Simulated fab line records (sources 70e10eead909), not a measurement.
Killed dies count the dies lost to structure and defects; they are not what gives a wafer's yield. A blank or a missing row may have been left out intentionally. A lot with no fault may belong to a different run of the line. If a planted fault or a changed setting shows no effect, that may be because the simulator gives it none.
Struck lot and sound lot, side by side || flow nandHarc || 21 out of 1159 route steps
Sound: wafers L590.2, L590.4, L590.6. Struck: wafers L606.3, L606.4, L606.5. Last of all comes the cause.
For every step that has rows: the tool of each side, followed by ch and its chambers, followed by its first start. Under that, the readings that differ: sound wafers || struck wafers || difference of the means || sigmas: that difference in standard deviations of wafers without a fault.
alike: a reading whose means differ by less than 2 such deviations, as well as words and numbers matching on both sides. not compared: withheld readings; readings where some wafer has no value; bounds like >300 that might hide an equal value; numbers whose values overlap and for which the record gives no deviation.
Wherever a step has rows on one side only, a row that says differs or no value, or a row with sigmas, the two part there. When numbers do not overlap yet have no deviation, they are printed without sigmas and do not part them. A reading missing from all wafers of one side parts the sides only when that side holds two or more wafers.

NHARC_P_CONTACT_CMP_24: polishes, t overpolish 30 s, target thk 200 nm.
  sound on cmp-03 ch 0,1,3, day 6 22:55; struck on cmp-01 ch 0,1, day 10 23:08
  alike: motorCurrentA, overpolishRunS, timeToEndpointS
next, for these wafers, 1 step has no rows: NHARC_P_CONTACT_SRD_26.
NHARC_P_CONTACT_INSPECT_27:
  sound: defectInspect-02 at day 6 23:19; struck: defectInspect-02 at day 10 23:32
  alike: rawDefectCount
then, 8 steps without rows for these wafers: NHARC_P_M0_DEP_00 (deposits SiOC, target thk 150 nm); NHARC_P_M0_DEHYDRATE_01 (time 120 s); NHARC_P_M0_HMDS_02 (time 30 s); NHARC_P_M0_COAT_33 (time 65 s); NHARC_P_M0_COAT_03 (resist thk 90 nm); NHARC_P_M0_SOFTBAKE_04 (time 55 s); NHARC_P_M0_EBR_05; NHARC_P_M0_EXPOSE_06 (exposes mask P M0, target cd 90 nm).
NHARC_P_M0_PEB_07: peb time 65 s.
  sound on lithoTrack-06 ch 0, day 7 00:01; struck on lithoTrack-04 ch 0, day 11 00:34
{"reading": "heaterPowerTotalW (W)", "sound": "156.6 156.6 156.1", "struck": "161.0 160.3 160.5", "difference": "+4.2", "sigmas": "+9"}
{"reading": "plateTempC (C)", "sound": "99.92 99.87 100.09", "struck": "101.97 101.95 101.93", "difference": "+1.99", "sigmas": "+15"}
then, 1 step without rows for these wafers: NHARC_P_M0_DEVELOP_08 (develop time 35 s).
NHARC_P_M0_CD_MEAS_09: the cd target is 90 nm.
  sound on cdSem-02 ch 0, day 7 00:05; struck on cdSem-01 ch 0, day 11 00:38
{"reading": "cdNm (nm)", "sound": "90.8 89.7 91.2", "struck": "98.0 96.6 97.3", "difference": "+6.7", "sigmas": "+12"}
NHARC_P_M0_OVL_MEAS_10: pitch 180 nm.
  sound: overlay-02 at day 7 00:10; struck: overlay-01 at day 11 00:43
  alike: overlayXNm, overlayYNm
NHARC_P_M0_INSPECT_11:
  sound: defectInspect-01 at day 7 00:13; struck: defectInspect-02 at day 11 00:46
  alike: rawDefectCount
NHARC_P_M0_DESCUM_14: chemistry O2, time 3 s.
  sound on rieDiel-11 ch 0,2,3, day 7 00:26; struck on rieDiel-13 ch 1,2,3, day 11 00:50
{"reading": "model.P_M0.cdNm (nm)", "sound": "90.19 91.17 91.15", "struck": "97.63 97.17 96.31", "difference": "+6.20", "sigmas": ""}
  alike: drypumpMotorCurrentA, o2FlowSccm, oesProductAu, rfVppV, showerheadPlenumPTorr, throttleValvePct
  not compared: rfHoursCounterH
NHARC_P_M0_ETCH_34: etches the open film in N2/H2, target depth 40 nm, overetch 12 nm, time 43.94 s.
  sound on rieDiel-11 ch 0,1, day 7 00:30; struck on rieDiel-13 ch 0,1, day 11 00:55
  alike: drypumpMotorCurrentA, oesProductAu, rfVppV, showerheadPlenumPTorr, throttleValvePct
  not compared: rfHoursCounterH
NHARC_P_M0_ETCH_15: etches the open film in C4F8/Ar, target depth 150 nm, overetch 15 nm, time 82.5 s.
  sound on rieDiel-11 ch 1,2,3; struck on rieDiel-13 ch 0,1,2
{"reading": "oesProductAu (a.u.)", "sound": "0.914 0.928 0.922", "struck": "0.987 0.971 0.968", "difference": "+0.054", "sigmas": "+2"}
{"reading": "model.P_M0.cdNm (nm)", "sound": "90.02 91.18 90.72", "struck": "97.44 97.7 96.79", "difference": "+6.67", "sigmas": ""}
  alike: rfVppV
  not compared: rfHoursCounterH
NHARC_P_M0_CD_MEAS_16:
  sound: cdSem-02 at day 7 00:43; struck: cdSem-03 at day 11 01:08
{"reading": "cdNm (nm)", "sound": "89.8 91.4 90.7", "struck": "97.6 97.9 97.1", "difference": "+6.9", "sigmas": "+8"}
NHARC_END_SORT_01:
  the record has rows for the sound wafers here (prober-02 ch 0, day 21 05:16) and none for the struck ones

WHERE THEY PART
Earliest at NHARC_P_M0_PEB_07; latest, in this record, at NHARC_END_SORT_01.

WHY: whatever the simulator had introduced
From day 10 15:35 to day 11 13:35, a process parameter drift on lithoTrack-04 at NHARC_P_M0_PEB_07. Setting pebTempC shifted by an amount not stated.
